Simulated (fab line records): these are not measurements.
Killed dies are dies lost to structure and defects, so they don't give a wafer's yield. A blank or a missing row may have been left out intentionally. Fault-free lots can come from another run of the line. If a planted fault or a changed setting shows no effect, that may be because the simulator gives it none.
fab line records	flow nand_harc
record lots=24	wafers=72	last_day=25
route steps=1159 shown P_CONTACT@237 P_M0@265 P_M1@302 P_M2@340 P_BONDPAD@377
lots that met no fault: from a run of the same line without faults
start_h: hours from the record's first day to the start of the lot's first wafer shown	wait_h: hours elapsed since this lot's preceding step	" the same as in the row above	L1.1+2: a row that stands for several wafers	- no value, or no start was given	* or withheld: withheld	< > ~ a bound
route shown NAME@n: NAME is a module with steps in the file, n the number in the route of the first one	usual: average and standard deviation across the fault-free wafers	same: alike in all rows	chamber/n: place in a boat	sites: per-site readings	_std_site: standard deviation across them	_edge_site: mean of outer sites minus mean of inner sites	radius_mm: for every site, how far away it sits from the centre of the wafer	mask NAME#n: copy n	behind: tool/chamber where the wafer was last shaped	hold: why the lot was held/for how many hours/how that ended	device: the n, p or np transistor that did not switch	end of line: tests of these same wafers at the route's end	a step without rows: its recipe alone	killed: count of dies lost to structure and defects at first sort (not the wafer's yield)	map: dies across one wafer; x = killed, . = not, _ = none there
set.NAME: the setting that was run; set.NAME@STEP: the one run at that earlier step	model.NAME: the simulator's own value behind a step, which no gauge read
route steps across a sampled set of lots; one table per step, one row per wafer
services: a tool's chamber out of use, with start hour (start_h, from the record's first day; less than 0 if before it), hours out, and reason
## steps
# step NHARC_P_CONTACT_ETCH_36
# recipe target_depth_a=2600	over_etch_frac=0.25	time_s=406.25	ion_energy_ev=200	n2_flow_sccm=150	h2_flow_sccm=150	ar_flow_sccm=0	rf_w=400	bias_w=150	chemistry=N2/H2
# usual drypump_motor_current_A=5.9/0.45	oes_product_au=0.998/0.0093	rf_vpp_V=431/3.3	showerhead_plenum_p_Torr=2.04/0.11	throttle_valve_pct=14.169/0.0085
lot.wafer	tool	chamber	start_h	wait_h	drypump_motor_current_A	oes_product_au	rf_hours_counter_h	rf_vpp_V	showerhead_plenum_p_Torr	throttle_valve_pct
L074.2	rie_diel-02	1	-	-	6.1	1.016	14	435	2.20	14.153
L074.1	"	3	"	"	6.1	0.996	14	431	2.09	14.180
L074.5	"	2	"	"	5.9	1.000	-	428	2.00	14.163
L075.3	rie_diel-02	0	-	-	5.8	1.003	14	436	2.20	14.171
L075.1	"	1	"	"	6.1	1.007	15	434	2.20	14.164
L075.6	"	0	"	"	5.7	0.993	-	434	2.20	14.172
L077.3	rie_diel-04	2	-	-	5.8	1.006	1	427	1.90	14.167
L077.2	"	0	"	"	6.6	0.989	1	426	1.90	14.177
L077.5	"	3	"	"	5.1	1.003	-	429	1.95	14.164
L078.2	rie_diel-12	0	-	-	5.8	0.995	34	433	2.12	14.169
L078.3	"	3	"	"	5.8	1.005	36	435	2.14	14.166
L078.5	"	1	"	"	6.5	0.983	-	427	1.91	14.159
L076.3	rie_diel-04	3	-	-	5.1	1.006	1	429	1.95	14.182
L076.2	"	0	"	"	6.6	0.995	1	427	1.89	14.171
L076.5	"	3	"	"	5.1	1.009	-	428	1.95	14.188
L079.3	rie_diel-02	0	-	-	5.8	0.992	18	434	2.19	14.164
L079.5	"	2	"	"	5.9	1.000	-	428	1.99	14.188
L079.4	"	0	"	"	5.8	0.987	-	435	2.19	14.184
L080.1	rie_diel-02	1	-	-	6.1	1.001	19	433	2.20	14.176
L080.6	"	1	"	"	6.1	1.001	-	438	2.19	14.172
L080.4	"	0	"	"	5.7	0.995	-	434	2.19	14.153
L081.1	rie_diel-04	3	-	-	5.1	0.994	3	427	1.95	14.172
L081.5	"	2	"	"	5.8	1.007	-	428	1.90	14.185
L081.6	"	3	"	"	5.1	1.006	-	428	1.95	14.180
L082.2	rie_diel-12	0	-	-	5.8	0.990	46	432	2.11	14.169
L082.4	"	2	"	"	6.7	1.008	39	435	2.16	14.167
L082.6	"	0	"	"	5.8	0.991	-	432	2.11	14.179
L083.4	rie_diel-04	3	-	-	5.1	0.999	5	427	1.95	14.175
L083.1	"	0	"	"	6.6	0.987	5	426	1.89	14.175
L083.3	"	1	"	"	5.2	0.999	4	431	2.06	14.169
L084.3	rie_diel-02	2	-	-	5.9	0.994	1	429	1.99	14.164
L084.2	"	0	"	"	5.8	1.007	1	435	2.19	14.175
L084.1	"	1	"	"	6.1	0.995	1	435	2.19	14.168
L085.1	rie_diel-04	1	-	-	5.2	1.000	5	433	2.06	14.166
L085.3	"	2	"	"	5.8	0.991	6	427	1.90	14.166
L085.6	"	2	"	"	5.8	0.998	-	425	1.90	14.174
L086.3	rie_diel-04	2	-	-	5.9	1.000	7	426	1.90	14.174
L086.4	"	3	"	"	5.1	0.999	7	427	1.95	14.181
L086.6	"	0	"	"	6.6	0.992	-	428	1.89	14.174
L088.1	rie_diel-12	1	-	-	6.5	0.997	55	426	1.90	14.177
L088.3	"	3	"	"	5.8	1.005	61	432	2.13	14.164
L088.5	"	2	"	"	6.7	1.003	-	435	2.16	14.160
L087.4	rie_diel-02	1	-	-	6.1	0.985	3	435	2.19	14.171
L087.6	"	0	"	"	5.7	1.007	-	436	2.19	14.171
L087.5	"	1	"	"	6.1	0.985	-	434	2.19	14.170
L089.2	rie_diel-02	3	-	-	6.1	0.997	5	433	2.08	14.165
L089.4	"	0	"	"	5.7	0.998	5	435	2.19	14.170
L089.6	"	2	"	"	5.9	0.983	-	430	1.99	14.185
L091.2	rie_diel-02	0	-	-	5.7	1.011	5	433	2.19	14.166
L091.4	"	1	"	"	6.1	0.997	5	435	2.19	14.162
L091.3	"	2	"	"	5.9	0.981	5	428	1.99	14.167
L090.1	rie_diel-04	3	-	-	5.1	0.991	8	427	1.95	14.157
L090.3	"	1	"	"	5.2	0.994	7	431	2.06	14.178
L090.4	"	1	"	"	5.2	1.000	-	430	2.06	14.176
L093.4	rie_diel-02	3	-	-	6.1	1.006	7	432	2.08	14.171
L093.2	"	1	"	"	6.1	1.004	6	434	2.19	14.167
L093.5	"	0	"	"	5.7	1.017	-	435	2.19	14.153
L092.3	rie_diel-04	2	-	-	5.9	0.997	9	425	1.90	14.172
L092.4	"	3	"	"	5.1	1.014	9	428	1.95	14.172
L092.5	"	1	"	"	5.2	1.009	-	432	2.06	14.164
L094.3	rie_diel-02	0	-	-	5.7	1.008	7	434	2.19	14.160
L094.2	"	1	"	"	6.1	0.980	7	433	2.19	14.174
L094.1	"	2	"	"	5.9	0.984	7	430	1.99	14.176
L095.4	rie_diel-04	1	-	-	5.2	0.996	9	430	2.06	14.183
L095.3	"	2	"	"	5.9	0.997	10	427	1.90	14.169
L095.5	"	1	"	"	5.2	0.992	-	431	2.06	14.154
L096.4	rie_diel-02	0	-	-	5.7	1.005	8	434	2.19	14.176
L096.3	"	2	"	"	5.9	0.997	8	429	1.99	14.176
L096.6	"	0	"	"	5.7	1.010	-	435	2.19	14.162
L097.3	rie_diel-04	1	-	-	5.2	1.004	10	431	2.06	14.178
L097.6	"	2	"	"	5.8	1.001	-	425	1.90	14.184
L097.5	"	3	"	"	5.1	1.001	-	427	1.94	14.169
# step NHARC_P_M0_INSPECT_11
# usual raw_defect_count=3.7/2.1
lot.wafer	tool	chamber	start_h	wait_h	raw_defect_count
L074.1	defect_inspect-02	-	126.00	0.0	5
L074.2	"	-	"	"	5
L074.5	"	-	"	"	5
L075.1	defect_inspect-02	-	129.39	0.0	4
L075.3	"	-	"	"	2
L075.6	"	-	"	"	7
L077.2	defect_inspect-01	-	132.85	0.0	4
L077.3	"	-	"	"	7
L077.5	"	-	"	"	3
L078.2	defect_inspect-01	-	133.93	0.0	3
L078.3	"	-	"	"	3
L078.5	"	-	"	"	5
L076.2	defect_inspect-01	-	140.42	0.0	7
L076.3	"	-	"	"	3
L076.5	"	-	"	"	2
L079.3	defect_inspect-01	-	146.45	0.0	3
L079.4	"	-	"	"	2
L079.5	"	-	"	"	7
L080.1	defect_inspect-02	-	152.20	0.0	0
L080.4	"	-	"	"	4
L080.6	"	-	"	"	5
L081.1	defect_inspect-02	-	157.31	0.0	7
L081.5	"	-	"	"	6
L081.6	"	-	"	"	7
L082.2	defect_inspect-01	-	166.94	0.0	8
L082.4	"	-	"	"	9
L082.6	"	-	"	"	3
L083.1	defect_inspect-01	-	172.22	0.0	3
L083.3	"	-	"	"	3
L083.4	"	-	"	"	0
L084.1	defect_inspect-01	-	173.08	0.1	5
L084.2	"	-	"	"	5
L084.3	"	-	"	"	3
L085.1	defect_inspect-01	-	185.40	0.0	4
L085.3	"	-	"	"	3
L085.6	"	-	"	"	3
L086.3	defect_inspect-01	-	197.03	0.0	3
L086.4	"	-	"	"	2
L086.6	"	-	"	"	1
L088.1	defect_inspect-02	-	197.68	0.0	1
L088.3	"	-	"	"	3
L088.5	"	-	"	"	4
L087.4	defect_inspect-01	-	198.27	0.0	6
L087.5	"	-	"	"	4
L087.6	"	-	"	"	3
L089.2	defect_inspect-01	-	214.30	0.0	0
L089.4	"	-	"	"	4
L089.6	"	-	"	"	3
L091.2	defect_inspect-02	-	214.96	0.0	2
L091.3	"	-	"	"	0
L091.4	"	-	"	"	2
L090.1	defect_inspect-02	-	215.51	0.0	6
L090.3	"	-	"	"	4
L090.4	"	-	"	"	4
L093.2	defect_inspect-02	-	231.04	0.0	0
L093.4	"	-	"	"	4
L093.5	"	-	"	"	4
L092.3	defect_inspect-01	-	231.47	0.0	2
L092.4	"	-	"	"	2
L092.5	"	-	"	"	2
L094.1	defect_inspect-01	-	233.07	0.0	5
L094.2	"	-	"	"	2
L094.3	"	-	"	"	2
L095.3	defect_inspect-01	-	240.65	0.0	4
L095.4	"	-	"	"	3
L095.5	"	-	"	"	0
L096.3	defect_inspect-01	-	240.80	0.0	4
L096.4	"	-	"	"	4
L096.6	"	-	"	"	1
L097.3	defect_inspect-01	-	257.03	0.0	4
L097.5	"	-	"	"	6
L097.6	"	-	"	"	8
# step NHARC_P_M1_STRIP_18
# recipe power_w=1000	n2_flow_sccm=150	h2_flow_sccm=150	ar_flow_sccm=0	bias_w=0	chemistry=N2/H2
# usual drypump_motor_current_A=5.6/0.47	oes_product_au=1.002/0.011	rf_vpp_V=90.7/0.97	showerhead_plenum_p_Torr=2.05/0.074	throttle_valve_pct=14.172/0.0095
lot.wafer	tool	chamber	start_h	wait_h	drypump_motor_current_A	oes_product_au	rf_hours_counter_h	rf_vpp_V	showerhead_plenum_p_Torr	throttle_valve_pct
L074.1	rie_diel-09	0	130.49	0.1	5.3	0.994	1	90.2	2.00	14.166
L074.2	"	2	"	"	5.3	1.003	1	90.6	2.20	14.169
L074.5	"	0	"	"	5.2	1.002	-	90.1	2.00	14.187
L075.3	rie_diel-07	2	134.02	0.1	5.4	0.998	5	91.5	2.10	14.170
L075.1	"	3	"	"	5.2	1.002	6	89.8	1.93	14.193
L075.6	"	3	"	"	5.2	1.016	-	90.3	1.93	14.179
L077.2	rie_diel-07	0	137.41	0.1	5.0	1.027	6	91.2	2.14	14.174
L077.3	"	2	"	"	5.4	0.998	5	90.8	2.10	14.199
L077.5	"	0	"	"	5.1	1.024	-	91.2	2.14	14.169
L078.2	rie_diel-07	0	138.37	0.1	5.1	1.025	6	92.2	2.14	14.167
L078.3	"	3	"	"	5.2	1.012	6	90.6	1.93	14.171
L078.5	"	0	"	"	5.1	1.032	-	90.6	2.14	14.165
L076.2	rie_diel-05	1	145.11	0.1	6.5	0.985	10	91.0	2.12	14.187
L076.3	"	2	"	"	6.5	1.006	10	91.4	2.04	14.166
L076.5	"	2	"	"	6.5	1.010	-	87.8	2.04	14.173
L079.4	rie_diel-05	2	150.98	0.1	6.5	1.005	10	92.1	2.04	14.167
L079.3	"	1	"	"	6.5	0.976	10	91.3	2.12	14.159
L079.5	"	2	"	"	6.5	1.011	-	91.1	2.04	14.172
L080.1	rie_diel-07	0	156.72	0.1	5.1	1.030	7	91.4	2.14	14.172
L080.4	"	1	"	"	5.4	1.014	6	91.1	2.07	14.173
L080.6	"	3	"	"	5.2	1.006	-	90.0	1.93	14.180
L081.1	rie_diel-05	2	162.17	0.1	6.5	0.998	11	90.6	2.04	14.176
L081.6	"	3	"	"	5.8	0.991	-	89.7	2.01	14.163
L081.5	"	0	"	"	5.8	0.996	-	89.6	1.97	14.159
L082.2	rie_diel-09	0	172.57	0.3	5.2	0.998	2	90.1	1.99	14.163
L082.6	"	1	"	"	5.7	1.004	-	91.7	2.10	14.154
L082.4	"	3	"	"	5.9	1.001	-	90.4	1.95	14.173
L083.1	rie_diel-07	3	176.78	0.1	5.2	1.010	9	90.6	1.93	14.170
L083.4	"	0	"	"	5.1	1.012	9	91.4	2.14	14.173
L083.3	"	1	"	"	5.4	1.014	8	91.8	2.07	14.185
L084.2	rie_diel-09	0	177.60	0.1	5.2	0.993	2	89.5	1.99	14.186
L084.3	"	1	"	"	5.6	0.986	2	91.6	2.10	14.176
L084.1	"	3	"	"	5.9	0.992	2	91.8	1.95	14.155
L085.1	rie_diel-07	1	190.15	0.1	5.4	1.014	9	91.2	2.07	14.184
L085.3	"	2	"	"	5.4	0.981	9	90.6	2.10	14.183
L085.6	"	0	"	"	5.1	1.016	-	90.6	2.13	14.155
L086.4	rie_diel-05	1	201.60	0.1	6.6	1.009	2	89.9	2.11	14.173
L086.3	"	3	"	"	5.8	1.005	2	89.0	2.01	14.175
L086.6	"	0	"	"	5.8	0.999	-	88.6	1.97	14.166
L088.1	rie_diel-09	0	202.24	0.1	5.2	0.995	2	90.5	1.99	14.171
L088.3	"	1	"	"	5.6	0.991	3	90.5	2.10	14.179
L088.5	"	2	"	"	5.3	1.016	-	93.4	2.20	14.164
L087.4	rie_diel-07	3	202.91	0.1	5.2	1.008	10	88.4	1.93	14.174
L087.5	"	1	"	"	5.4	1.019	-	92.1	2.07	14.164
L087.6	"	2	"	"	5.4	0.994	-	90.6	2.10	14.172
L089.2	rie_diel-05	0	218.85	0.1	5.8	1.001	4	88.9	1.97	14.177
L089.4	"	1	"	"	6.5	1.007	3	90.3	2.11	14.187
L089.6	"	2	"	"	6.4	1.008	-	90.8	2.04	14.170
L091.4	rie_diel-07	1	219.36	0.1	5.4	1.011	10	90.5	2.07	14.166
L091.3	"	2	"	"	5.4	1.004	10	91.3	2.10	14.181
L091.2	"	3	"	"	5.2	1.005	11	92.1	1.93	14.173
L090.1	rie_diel-07	3	220.05	0.1	5.2	1.005	11	89.1	1.93	14.175
L090.4	"	1	"	"	5.4	1.012	10	90.4	2.07	14.184
L090.3	"	2	"	"	5.4	0.987	10	91.7	2.10	14.159
L093.4	rie_diel-05	3	235.72	0.1	5.8	0.993	5	90.9	2.01	14.169
L093.2	"	0	"	"	5.8	1.007	5	89.9	1.97	14.160
L093.5	"	2	"	"	6.4	1.014	-	91.8	2.04	14.159
L092.3	rie_diel-09	3	236.05	0.1	5.9	0.997	4	91.1	1.95	14.169
L092.4	"	0	"	"	5.2	1.003	3	90.4	1.99	14.172
L092.5	"	0	"	"	5.2	0.994	-	90.6	1.99	14.167
L094.3	rie_diel-07	1	237.79	0.1	5.4	1.014	0	91.0	2.07	14.181
L094.2	"	2	"	"	5.4	1.002	0	91.1	2.10	14.175
L094.1	"	0	"	"	5.1	1.012	0	89.8	2.13	14.179
L095.3	rie_diel-09	2	245.06	0.1	5.3	1.005	3	91.5	2.20	14.169
L095.4	"	1	"	"	5.7	0.982	4	92.2	2.10	14.165
L095.5	"	2	"	"	5.3	1.010	-	92.0	2.20	14.177
L096.3	rie_diel-05	3	245.50	0.1	5.8	0.979	5	89.4	2.01	14.197
L096.4	"	1	"	"	6.5	0.991	5	92.2	2.11	14.172
L096.6	"	3	"	"	5.8	0.983	-	90.2	2.01	14.158
L097.3	rie_diel-05	2	261.61	0.1	6.5	0.998	6	90.5	2.04	14.177
L097.5	"	0	"	"	5.7	0.986	-	91.4	1.97	14.186
L097.6	"	1	"	"	6.5	0.994	-	89.9	2.11	14.161
# step NHARC_P_M2_PVD_20
# recipe target_thk_a=50	bias_v=168.6	power_w=15000	chamber_pressure_pa=0.12	time_s=8.06	substrate_temp_c=50	material=TaN
# usual chamber_pressure_pa=0.11995/0.00022	substrate_temp_c=49.99/0.12	throttle_valve_pct=29.4/1
lot.wafer	tool	chamber	start_h	wait_h	chamber_pressure_pa	substrate_temp_c	throttle_valve_pct
L074.2	pvd_sputter-01	-	-	-	0.11983	50.10	28.9
L074.1	"	-	"	"	0.12015	49.92	31.3
L074.5	"	-	"	"	0.11999	49.93	29.0
L075.3	pvd_sputter-03	-	-	-	0.12031	49.98	26.5
L075.1	"	-	"	"	0.11988	49.85	29.5
L075.6	"	-	"	"	0.1198	49.94	29.3
L077.2	pvd_sputter-02	-	-	-	0.12	49.83	27.7
L077.3	"	-	"	"	0.1197	49.91	30.0
L077.5	"	-	"	"	0.12008	50.06	27.7
L078.3	pvd_sputter-02	-	-	-	0.12012	50.15	27.8
L078.2	"	-	"	"	0.11974	49.94	29.5
L078.5	"	-	"	"	0.1202	49.88	27.7
L076.2	pvd_sputter-01	-	-	-	0.11992	50.02	28.8
L076.3	"	-	"	"	0.11968	50.28	30.3
L076.5	"	-	"	"	0.12006	50.08	28.9
L079.3	pvd_sputter-01	-	-	-	0.11988	50.06	29.2
L079.4	"	-	"	"	0.11991	49.96	29.2
L079.5	"	-	"	"	0.11979	50.18	28.9
L080.4	pvd_sputter-02	-	-	-	0.12007	49.92	29.7
L080.1	"	-	"	"	0.12001	49.94	29.5
L080.6	"	-	"	"	0.11991	50.02	27.5
L081.1	pvd_sputter-02	-	-	-	0.11983	50.03	27.9
L081.6	"	-	"	"	0.12014	49.97	29.7
L081.5	"	-	"	"	0.11985	50.03	27.8
L082.4	pvd_sputter-03	-	-	-	0.11998	50.22	29.8
L082.2	"	-	"	"	0.12001	50.10	29.4
L082.6	"	-	"	"	0.12005	50.11	30.0
L083.1	pvd_sputter-02	-	-	-	0.1201	49.99	29.7
L083.4	"	-	"	"	0.11973	49.95	29.5
L083.3	"	-	"	"	0.11991	50.14	30.2
L084.1	pvd_sputter-02	-	-	-	0.12001	50.17	29.3
L084.2	"	-	"	"	0.11994	49.81	29.8
L084.3	"	-	"	"	0.11994	49.70	27.9
L085.3	pvd_sputter-02	-	-	-	0.11956	49.94	27.7
L085.1	"	-	"	"	0.1201	50.00	29.1
L085.6	"	-	"	"	0.12018	50.16	29.3
L086.4	pvd_sputter-03	-	-	-	0.11993	50.24	29.3
L086.3	"	-	"	"	0.12001	49.96	28.9
L086.6	"	-	"	"	0.11986	50.15	29.9
L088.3	pvd_sputter-02	-	-	-	0.11963	49.85	27.8
L088.1	"	-	"	"	0.12016	50.02	29.5
L088.5	"	-	"	"	0.12	49.79	27.8
L087.4	pvd_sputter-01	-	-	-	0.11979	49.88	29.5
L087.6	"	-	"	"	0.11974	49.88	29.4
L087.5	"	-	"	"	0.12012	49.82	29.1
L089.2	pvd_sputter-01	-	-	-	0.11965	49.95	29.5
L089.4	"	-	"	"	0.11976	50.19	31.0
L089.6	"	-	"	"	0.11984	50.12	29.5
L091.3	pvd_sputter-03	-	-	-	0.12025	50.10	29.2
L091.2	"	-	"	"	0.12006	49.91	29.2
L091.4	"	-	"	"	0.12022	50.08	26.7
L090.3	pvd_sputter-03	-	-	-	0.12001	50.02	29.2
L090.1	"	-	"	"	0.12031	49.92	26.6
L090.4	"	-	"	"	0.11974	49.96	29.5
L093.2	pvd_sputter-02	-	-	-	0.11962	49.98	30.6
L093.4	"	-	"	"	0.11996	49.88	27.6
L093.5	"	-	"	"	0.11968	50.02	30.8
L092.3	pvd_sputter-01	-	-	-	0.11987	50.20	29.1
L092.4	"	-	"	"	0.11977	50.06	29.1
L092.5	"	-	"	"	0.12001	49.90	31.3
L094.3	pvd_sputter-02	-	-	-	0.11965	50.14	30.7
L094.1	"	-	"	"	0.11969	50.01	30.5
L094.2	"	-	"	"	0.11996	50.09	29.8
L095.3	pvd_sputter-03	-	-	-	0.12008	49.95	29.8
L095.4	"	-	"	"	0.12014	49.99	29.6
L095.5	"	-	"	"	0.12035	49.84	29.9
L096.3	pvd_sputter-01	-	-	-	0.12013	50.03	29.2
L096.4	"	-	"	"	0.1197	49.95	31.2
L096.6	"	-	"	"	0.11951	50.04	29.1
L097.3	pvd_sputter-01	-	-	-	0.11992	49.75	28.9
L097.6	"	-	"	"	0.11939	50.06	29.4
L097.5	"	-	"	"	0.12004	50.17	31.1
# step NHARC_P_M2_PVD_21
# recipe target_thk_a=300	chamber_pressure_pa=5	power_w=5000	substrate_temp_c=30	time_s=20.49	material=Cu
# usual chamber_pressure_pa=5.001/0.01	substrate_temp_c=30.00/0.12	throttle_valve_pct=29.3/1.1
lot.wafer	tool	chamber	start_h	wait_h	chamber_pressure_pa	substrate_temp_c	throttle_valve_pct
L074.2	pvd_sputter-01	-	-	-	4.997	29.89	31.0
L074.1	"	-	"	"	4.980	29.90	29.2
L074.5	"	-	"	"	5.000	30.03	29.1
L075.3	pvd_sputter-03	-	-	-	4.995	30.15	26.6
L075.1	"	-	"	"	5.011	30.12	29.0
L075.6	"	-	"	"	4.989	29.87	29.4
L077.2	pvd_sputter-02	-	-	-	5.006	30.05	29.3
L077.3	"	-	"	"	5.000	30.15	27.8
L077.5	"	-	"	"	4.991	30.04	29.5
L078.2	pvd_sputter-02	-	-	-	5.011	30.09	30.1
L078.3	"	-	"	"	5.008	29.88	27.6
L078.5	"	-	"	"	5.003	30.15	30.1
L076.2	pvd_sputter-01	-	-	-	5.018	30.09	28.8
L076.3	"	-	"	"	4.985	29.98	30.9
L076.5	"	-	"	"	5.007	30.14	29.1
L079.3	pvd_sputter-01	-	-	-	5.002	30.12	28.8
L079.4	"	-	"	"	5.003	29.93	30.5
L079.5	"	-	"	"	4.997	30.14	31.1
L080.4	pvd_sputter-02	-	-	-	5.000	29.83	29.5
L080.1	"	-	"	"	4.996	29.85	30.3
L080.6	"	-	"	"	5.018	29.92	29.9
L081.1	pvd_sputter-02	-	-	-	5.004	30.05	27.6
L081.6	"	-	"	"	4.987	29.83	29.5
L081.5	"	-	"	"	5.005	30.17	30.1
L082.2	pvd_sputter-03	-	-	-	5.006	29.80	29.2
L082.4	"	-	"	"	4.991	30.01	26.7
L082.6	"	-	"	"	5.002	29.74	29.3
L083.4	pvd_sputter-02	-	-	-	5.014	30.06	30.2
L083.3	"	-	"	"	5.028	30.22	27.7
L083.1	"	-	"	"	4.997	30.17	29.7
L084.3	pvd_sputter-02	-	-	-	4.996	29.85	30.0
L084.1	"	-	"	"	4.989	30.00	27.6
L084.2	"	-	"	"	5.022	29.94	29.7
L085.3	pvd_sputter-02	-	-	-	5.007	29.89	29.1
L085.1	"	-	"	"	5.006	29.69	30.1
L085.6	"	-	"	"	5.012	30.11	27.7
L086.4	pvd_sputter-03	-	-	-	5.014	30.01	29.5
L086.3	"	-	"	"	4.996	30.05	29.2
L086.6	"	-	"	"	4.993	29.79	29.9
L088.1	pvd_sputter-02	-	-	-	5.007	29.97	29.6
L088.3	"	-	"	"	5.004	30.02	29.4
L088.5	"	-	"	"	5.002	30.02	27.8
L087.4	pvd_sputter-01	-	-	-	5.005	29.83	29.6
L087.5	"	-	"	"	4.988	29.80	29.2
L087.6	"	-	"	"	5.007	30.16	29.2
L089.2	pvd_sputter-01	-	-	-	5.008	30.15	29.7
L089.4	"	-	"	"	5.000	29.96	30.9
L089.6	"	-	"	"	4.999	29.90	31.2
L091.2	pvd_sputter-03	-	-	-	5.015	30.12	29.9
L091.4	"	-	"	"	5.001	29.96	29.4
L091.3	"	-	"	"	4.995	30.08	26.5
L090.4	pvd_sputter-03	-	-	-	4.991	30.05	26.7
L090.3	"	-	"	"	5.011	30.11	29.4
L090.1	"	-	"	"	4.986	30.06	30.0
L093.4	pvd_sputter-02	-	-	-	4.996	30.09	30.6
L093.2	"	-	"	"	4.978	30.11	27.2
L093.5	"	-	"	"	5.000	30.25	30.4
L092.3	pvd_sputter-01	-	-	-	5.016	30.16	28.9
L092.4	"	-	"	"	4.977	29.84	29.6
L092.5	"	-	"	"	5.028	29.88	29.2
L094.2	pvd_sputter-02	-	-	-	4.998	30.22	29.9
L094.1	"	-	"	"	4.989	30.22	30.5
L094.3	"	-	"	"	4.996	30.09	30.5
L095.4	pvd_sputter-03	-	-	-	5.016	29.85	29.6
L095.3	"	-	"	"	5.021	29.98	29.5
L095.5	"	-	"	"	4.990	30.00	26.6
L096.4	pvd_sputter-01	-	-	-	4.997	29.84	29.8
L096.3	"	-	"	"	4.997	29.94	29.2
L096.6	"	-	"	"	4.997	29.82	29.6
L097.3	pvd_sputter-01	-	-	-	5.004	29.87	29.3
L097.6	"	-	"	"	4.993	29.92	29.2
L097.5	"	-	"	"	5.002	30.23	29.2
# step NHARC_P_BONDPAD_PVD_27
# recipe target_thk_a=300	chamber_pressure_pa=5	power_w=5000	substrate_temp_c=30	time_s=20.49	material=Cu
# usual chamber_pressure_pa=4.998/0.0095	substrate_temp_c=29.99/0.11	throttle_valve_pct=29.5/1.1
lot.wafer	tool	chamber	start_h	wait_h	chamber_pressure_pa	substrate_temp_c	throttle_valve_pct
L074.2	pvd_sputter-01	-	-	-	4.985	29.94	29.2
L074.1	"	-	"	"	4.994	29.84	29.3
L074.5	"	-	"	"	4.993	30.16	30.8
L075.1	pvd_sputter-01	-	-	-	5.015	29.83	29.1
L075.3	"	-	"	"	5.010	29.94	29.0
L075.6	"	-	"	"	5.002	30.12	31.0
L077.3	pvd_sputter-01	-	-	-	5.009	30.07	31.0
L077.2	"	-	"	"	4.994	30.12	28.8
L077.5	"	-	"	"	4.994	29.83	28.9
L078.3	pvd_sputter-03	-	-	-	4.995	29.99	26.5
L078.2	"	-	"	"	4.996	30.01	29.3
L078.5	"	-	"	"	5.008	29.85	26.8
L076.3	pvd_sputter-01	-	-	-	4.991	30.06	29.1
L076.2	"	-	"	"	5.006	29.98	30.7
L076.5	"	-	"	"	4.998	29.93	29.1
L079.4	pvd_sputter-02	-	-	-	5.007	30.11	29.8
L079.3	"	-	"	"	4.991	29.90	29.4
L079.5	"	-	"	"	5.003	29.94	27.7
L080.1	pvd_sputter-02	-	-	-	5.002	29.92	27.8
L080.4	"	-	"	"	4.991	30.16	29.2
L080.6	"	-	"	"	5.008	29.87	29.8
L081.1	pvd_sputter-01	-	-	-	4.997	30.06	31.1
L081.6	"	-	"	"	5.019	29.87	29.5
L081.5	"	-	"	"	4.989	30.07	29.5
L082.4	pvd_sputter-01	-	-	-	4.995	30.10	29.4
L082.2	"	-	"	"	4.988	30.02	30.9
L082.6	"	-	"	"	5.007	30.00	29.2
L083.4	pvd_sputter-01	-	-	-	4.985	30.04	31.0
L083.1	"	-	"	"	4.993	30.00	29.2
L083.3	"	-	"	"	4.999	29.86	29.0
L084.3	pvd_sputter-02	-	-	-	4.993	30.07	30.0
L084.2	"	-	"	"	4.995	30.04	27.5
L084.1	"	-	"	"	4.994	30.09	29.6
L085.1	pvd_sputter-02	-	-	-	5.005	29.87	28.1
L085.3	"	-	"	"	4.999	30.07	29.6
L085.6	"	-	"	"	5.003	29.91	27.5
L086.3	pvd_sputter-01	-	-	-	4.995	29.75	29.4
L086.4	"	-	"	"	5.004	29.89	29.1
L086.6	"	-	"	"	5.005	30.11	29.6
L088.3	pvd_sputter-03	-	-	-	5.021	29.94	26.6
L088.1	"	-	"	"	4.992	30.02	29.2
L088.5	"	-	"	"	5.008	30.11	29.4
L087.4	pvd_sputter-02	-	-	-	4.989	29.99	29.3
L087.5	"	-	"	"	4.984	29.84	27.9
L087.6	"	-	"	"	4.996	30.07	29.3
L089.2	pvd_sputter-02	-	228.63	0.2	4.977	29.89	30.8
L089.4	"	-	"	"	5.005	29.86	27.5
L089.6	"	-	"	"	4.999	29.78	30.5
L091.3	pvd_sputter-01	-	-	-	5.001	30.05	31.1
L091.2	"	-	"	"	5.012	29.77	29.3
L091.4	"	-	"	"	4.997	29.89	29.5
L090.1	pvd_sputter-03	-	-	-	4.996	30.01	29.3
L090.3	"	-	"	"	4.992	30.05	26.6
L090.4	"	-	"	"	4.979	30.22	29.2
L093.2	pvd_sputter-03	-	-	-	4.981	29.95	29.5
L093.4	"	-	"	"	5.019	29.88	29.5
L093.5	"	-	"	"	4.987	30.11	29.9
L092.3	pvd_sputter-03	-	-	-	4.995	30.09	26.5
L092.4	"	-	"	"	5.001	29.77	30.2
L092.5	"	-	"	"	5.002	29.87	29.4
L094.1	pvd_sputter-01	-	-	-	5.001	29.94	31.0
L094.3	"	-	"	"	4.986	30.18	29.3
L094.2	"	-	"	"	5.000	29.99	29.6
L095.3	pvd_sputter-01	-	-	-	4.987	30.08	29.3
L095.4	"	-	"	"	4.995	30.01	29.9
L095.5	"	-	"	"	4.982	29.94	29.5
L096.3	pvd_sputter-01	-	-	-	5.016	30.12	31.0
L096.4	"	-	"	"	4.998	30.13	29.1
L096.6	"	-	"	"	4.981	30.08	31.2
L097.3	pvd_sputter-01	-	-	-	5.010	29.86	29.0
L097.6	"	-	"	"	5.006	29.91	29.3
L097.5	"	-	"	"	4.995	30.01	29.3
## services
tool	chamber	start_h	hours	kind
pvd_sputter-03	-	99.65	5.1	repair
pvd_sputter-03	-	104.78	10.0	pm
rie_diel-04	-	111.90	9.0	pm
rie_diel-02	3	137.39	12.3	repair
rie_diel-09	0	137.65	13.1	repair
pvd_sputter-02	-	149.12	3.9	repair
rie_diel-02	-	150.70	9.0	pm
rie_diel-12	-	150.90	1.2	repair
pvd_sputter-01	-	158.00	10.0	pm
pvd_sputter-03	-	158.16	9.6	repair
rie_diel-05	-	163.60	9.0	pm
rie_diel-09	2	171.03	30.0	repair
pvd_sputter-01	-	193.70	1.8	repair
rie_diel-09	3	201.08	7.2	repair
rie_diel-12	-	202.62	9.0	pm
rie_diel-04	0	205.54	2.6	repair
pvd_sputter-03	-	212.05	2.9	repair
pvd_sputter-02	-	215.38	10.0	pm
rie_diel-07	-	228.20	9.0	pm
pvd_sputter-01	-	244.65	1.8	repair
rie_diel-09	2	251.54	5.7	repair
rie_diel-05	3	253.04	2.6	repair
rie_diel-09	-	254.10	9.0	pm
rie_diel-07	1	267.38	13.2	repair
## key
fault none
